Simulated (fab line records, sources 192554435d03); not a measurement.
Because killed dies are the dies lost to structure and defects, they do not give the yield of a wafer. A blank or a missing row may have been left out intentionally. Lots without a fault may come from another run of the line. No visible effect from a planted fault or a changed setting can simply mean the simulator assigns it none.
Which tool was responsible? ; flow n5-finfet ; 9 lots, 26 wafers sampled, at 3 steps of a route of 1938

== WHAT THE GAUGES SHOWED, per wafer ==
N5_PMOS_HMC_CHANNEL_EPI_INSPECT_30: inspects for defects (darkfield).
lot;measured;on;raw-defect-count
L987;day 2 03:20;defect-inspect-02;33 15 15
L989;day 2 14:52;defect-inspect-02;19 34 22
L990;day 2 20:37;defect-inspect-02;21 18 17
L992;day 3 09:02;defect-inspect-02;21 15 29
L998;day 4 20:57;defect-inspect-02;1033 997 1002
L100;day 5 08:52;defect-inspect-02;1013 1070 953
L105;day 6 16:46;defect-inspect-01;23 35
L107;day 7 02:44;defect-inspect-02;23 16 12
L109;day 7 14:55;defect-inspect-02;20 30 13

== EACH LOT AND THE TOOL THAT RAN IT (in order: tool; ch and the chambers of the sampled wafers; start) ==
lot;N5_PMOS_HMC_CHANNEL_EPI_FIN_RECESS_16;N5_PMOS_HMC_CHANNEL_EPI_CMP_21
L987;rie-si-02 ch 0,1,2, day 2 00:57;cmp-03 ch 0,2,3, day 2 02:30
L989;rie-si-01 ch 0,1, day 2 12:34;cmp-01 ch 0,1, day 2 14:07
L990;rie-si-06 ch 1,3, day 2 18:12;cmp-02 ch 0,2,3, day 2 19:46
L992;rie-si-01 ch 1,2,3, day 3 06:45;cmp-03 ch 1,2, day 3 08:16
L998;rie-si-06 ch 1,2, day 4 17:44;cmp-03 ch 0,1,2, day 4 20:10
L100;rie-si-02 ch 0,1,2, day 5 06:35;cmp-03 ch 0,1,2, day 5 08:06
L105;rie-si-02 ch 1,2, day 6 11:40;cmp-01 ch 2, day 6 15:46
L107;rie-si-01 ch 0,1,3, day 7 00:02;cmp-02 ch 2,3, day 7 01:33
L109;rie-si-02 ch 0,1,2, day 7 11:38;cmp-01 ch 0,2,3, day 7 14:08
- N5_PMOS_HMC_CHANNEL_EPI_FIN_RECESS_16: chemistry HBr/Cl2, target Si, target depth 54 nm, time 18 s.
- N5_PMOS_HMC_CHANNEL_EPI_CMP_21: polishes SiGe30, target thk 54 nm.

== THE ANSWER, worked out from the rows above alone ==
Rule: the lots themselves supply what counts as usual. The widest of any qualifying gaps counts: lots, ordered by their means at a reading, are off when they make up no more than a third of the lots, leave a main group of 4 or more, and stand apart from it by 3 or more times the standard deviation of that group's means. If all means in a main group match to the digits the tables above print for the reading, that group is not used. A lot without any number at a reading at which 4 lots or more have one is off too. The other lots that the step has rows for count as sound.
Off, at N5_PMOS_HMC_CHANNEL_EPI_INSPECT_30 on raw-defect-count: L998, L100. For the main group the mean is 22 and the standard deviation 3.7.
A tool fits if, at a process step before that reading, it ran every lot that is off, and no sound lot after the first of them. The gauges at N5_PMOS_HMC_CHANNEL_EPI_INSPECT_30 are tried like those tools. One candidate fits, namely cmp-03 at N5_PMOS_HMC_CHANNEL_EPI_CMP_21. Its last sound lot is L992 (day 3 08:16), its first lot that is off L998 (day 4 20:10): a fault that began between those two fits.

== WHAT HAD BEEN PUT IN BY THE SIMULATOR ==
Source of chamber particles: cmp-03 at N5_PMOS_HMC_CHANNEL_EPI_CMP_21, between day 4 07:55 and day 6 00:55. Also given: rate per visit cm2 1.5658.
Shown lots that were struck: L998, L100. The rule above reached the same finding.
